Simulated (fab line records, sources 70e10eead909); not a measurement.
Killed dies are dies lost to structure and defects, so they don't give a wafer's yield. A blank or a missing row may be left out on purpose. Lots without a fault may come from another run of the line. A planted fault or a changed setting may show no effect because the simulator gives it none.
A struck lot beside a sound one | flow nand_harc | 28 steps out of a route of 1302
Sound: wafers L295.3, L295.4, L295.5. Struck: wafer L304.1. (L304.3, L304.4 of the same lot were not struck and are left out.) The cause comes at the end.
At each step with rows: each side's tool, then ch and its chambers, then its first start. Under that, the readings that differ: sound wafers | struck wafers | difference of the means | sigmas: that difference in standard deviations of wafers without a fault.
alike: readings whose means differ by less than 2 such deviations, and words and numbers that are the same on both sides. not compared: withheld readings, readings that some wafer has no value for, bounds like >300 that may hide the same value, and numbers for which the record gives no deviation and whose values overlap.
The two part at a step that has a row with sigmas, a row that says differs or no value, or rows on one side only. Numbers that don't overlap but have no deviation are shown without sigmas and don't part them. A reading that every wafer of one side lacks parts them only if that side has two wafers or more.

NHARC_A_CONTACT_ETCH_122: etches the open film in C4F8/O2/Ar, time 190 s, target depth 1850 nm.
  sound on har_cap_etch-02 ch 0,1, day 22 17:33; struck on har_cap_etch-01 ch 0, day 26 16:50
  reading                | sound | struck | difference                   | sigmas
  rf_hours_counter_h (h) | - - - | 19     | no value on the sound wafers |
NHARC_A_CONTACT_ETCH_123: etches the open film in C4F8/O2/Ar, time 490 s, target depth 2110 nm.
  sound on har_cap_etch-02 ch 0,1, day 22 17:50; struck on har_cap_etch-01 ch 0, day 26 17:04
  reading                | sound | struck | difference                   | sigmas
  rf_hours_counter_h (h) | - - - | 19     | no value on the sound wafers |
then, 1 step without rows for these wafers: NHARC_A_CONTACT_ETCH_90 (etches the open film in CH3F/O2, target depth 40 nm, time 85.7 s).
NHARC_A_CONTACT_ETCH_96: etches the open film in C4F6/O2, target depth 20 nm, time 10 s.
  sound on rie_diel-11 ch 0,3; struck on rie_diel-10 ch 3
  reading               | sound             | struck | difference | sigmas
  oes_product_au (a.u.) | 1.000 1.013 1.005 | 0.945  | -0.061     | -2
  alike: drypump_motor_current_A, rf_vpp_V, showerhead_plenum_p_Torr, throttle_valve_pct
  not compared: rf_hours_counter_h
NHARC_A_CONTACT_CD_MEAS_53:
  sound on cd_sem-01, day 22 18:51; struck on cd_sem-02, day 26 18:11
  reading    | sound             | struck | difference | sigmas
  cd_nm (nm) | 289.0 288.5 288.1 | 290.5  | +2.0       | +2
then, 6 steps without rows for these wafers: NHARC_A_CONTACT_STRIP_99 (strips in N2/H2); NHARC_A_CONTACT_STRIP_100 (strips in CF4/CHF3); NHARC_A_CONTACT_STRIP_101 (strips in O2/COS); NHARC_A_CONTACT_ETCH_102 (etches the open film in CF4/O2, target depth 100 nm, overetch 10 nm, time 55 s); NHARC_A_CONTACT_STRIP_55 (strips in O2); NHARC_A_CONTACT_STRIP_56 (strips in post etch residue remover, time 600 s).
NHARC_A_CONTACT_DEP_57: deposits aC, target thk 5300 nm.
  sound on acl_dep-03 ch 0, day 22 21:39; struck on acl_dep-02 ch 0, day 26 20:02
  alike: throttle_valve_pct
NHARC_A_CONTACT_DEP_58: deposits SiON, target thk 90 nm.
  sound on pecvd-04 ch 1,2, day 22 23:50; struck on pecvd-04 ch 2, day 26 23:17
  alike: heater_power_w
then, 10 steps without rows for these wafers: NHARC_A_CONTACT_DEHYDRATE_59 (time 120 s); NHARC_A_CONTACT_HMDS_60 (time 30 s); NHARC_A_CONTACT_COAT_61 (time 75 s); NHARC_A_CONTACT_COAT_62 (time 65 s); NHARC_A_CONTACT_COAT_63 (resist thk 90 nm); NHARC_A_CONTACT_SOFTBAKE_64 (time 55 s); NHARC_A_CONTACT_EBR_65; NHARC_A_CONTACT_EXPOSE_66 (exposes mask A CC 2); NHARC_A_CONTACT_PEB_67 (peb time 65 s); NHARC_A_CONTACT_DEVELOP_68 (develop time 35 s).
NHARC_A_CONTACT_CD_MEAS_69: target cd 300 nm.
  sound on cd_sem-03 ch 0, day 23 00:34; struck on cd_sem-01 ch 0, day 26 23:51
  alike: cd_nm
NHARC_A_CONTACT_OVL_MEAS_70:
  sound on overlay-01, day 23 00:39; struck on overlay-01, day 26 23:56
  alike: overlay_x_nm, overlay_y_nm
NHARC_A_CONTACT_INSPECT_71:
  sound on defect_inspect-01, day 23 00:41; struck on defect_inspect-01, day 26 23:59
  reading          | sound     | struck | difference | sigmas
  raw_defect_count | 96 89 100 | 663    | +568       | +15
NHARC_A_CONTACT_DESCUM_74: chemistry O2, time 3 s.
  sound on rie_diel-03 ch 0,1,3, day 23 00:46; struck on rie_diel-11 ch 2, day 27 00:02
  alike: drypump_motor_current_A, oes_product_au, rf_vpp_V, showerhead_plenum_p_Torr, throttle_valve_pct
  not compared: rf_hours_counter_h
-- the record jumps here: 2 days lie between the struck wafers' starts before and after (it left off in module A_CONTACT and takes up again in module END, whose first step shown is number 1302 of the route) --
NHARC_END_SORT_01:
  sound on prober-02 ch 0, day 25 14:32; struck on prober-02 ch 0, day 29 07:56
  reading         | sound    | struck | difference | sigmas
  killed_at_array | 65 70 78 | 128    | +57        | +3
  killed_dies     | 68 73 82 | 131    | +57        | +3
  alike: killed_at_other, killed_at_periphery, killed_open, killed_short

WHERE THEY PART
First at NHARC_A_CONTACT_ETCH_122; last, within this record, at NHARC_END_SORT_01.

WHY: what the simulator had put in
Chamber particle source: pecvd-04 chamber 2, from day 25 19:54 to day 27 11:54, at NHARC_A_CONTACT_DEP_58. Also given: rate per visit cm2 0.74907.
